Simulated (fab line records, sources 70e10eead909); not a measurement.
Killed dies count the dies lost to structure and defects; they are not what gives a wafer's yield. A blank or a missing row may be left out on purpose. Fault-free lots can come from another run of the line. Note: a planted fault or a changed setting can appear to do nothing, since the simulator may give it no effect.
Matching of chambers	flow nand-harc	4 sister chambers for NHARC_A_CHANNEL_FILL_D2_ALD_02 on ald-hk-01
The step deposits SiO2, target thk 6 nm, pulse time 10 s, ald cycles 60. 4 wafers are shown with their chamber, then 8 later ones without.

WAFERS PAIRED WITH THEIR CHAMBERS
wafer	chamber	heater-power-outer-w (W)
L090.1	1	250
L090.3	3	269
L090.5	2	227
L094.2	0	237

WAFERS WITH NO CHAMBER GIVEN
wafer	heater-power-outer-w (W)
L094.3	231
L094.4	242
L095.1	233
L095.4	238
L095.6	242
L097.2	234
L097.4	239
L097.6	239

CHAMBER TAKEN BY EACH
wafer	from the rows above	in truth
L094.3	can't be placed: 2 or 0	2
L094.4	can't be placed: 0 or 1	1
L095.1	can't be placed: 0 or 2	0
L095.4	0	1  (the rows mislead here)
L095.6	can't be placed: 0 or 1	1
L097.2	can't be placed: 0 or 2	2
L097.4	0	0
L097.6	0	0
Correct placement for 2 of the 8. Can't be placed from these rows: 5 (the true chamber is among the candidates in 5). 1 placed wrongly.
How it was worked out, from the rows above alone: a wafer's distance from a chamber is the root of the sum, over the readings, of the square of ((its reading less the chamber's mean) divided by the reading's scatter). The wafer belongs to the nearest chamber; if the next one is less than 2 further off, it can't be placed. Each chamber's mean is taken over the wafers shown for it. The scatter: with one shown wafer a chamber, the root of the mean of the squares of how far each hidden wafer lies from its nearest shown one.
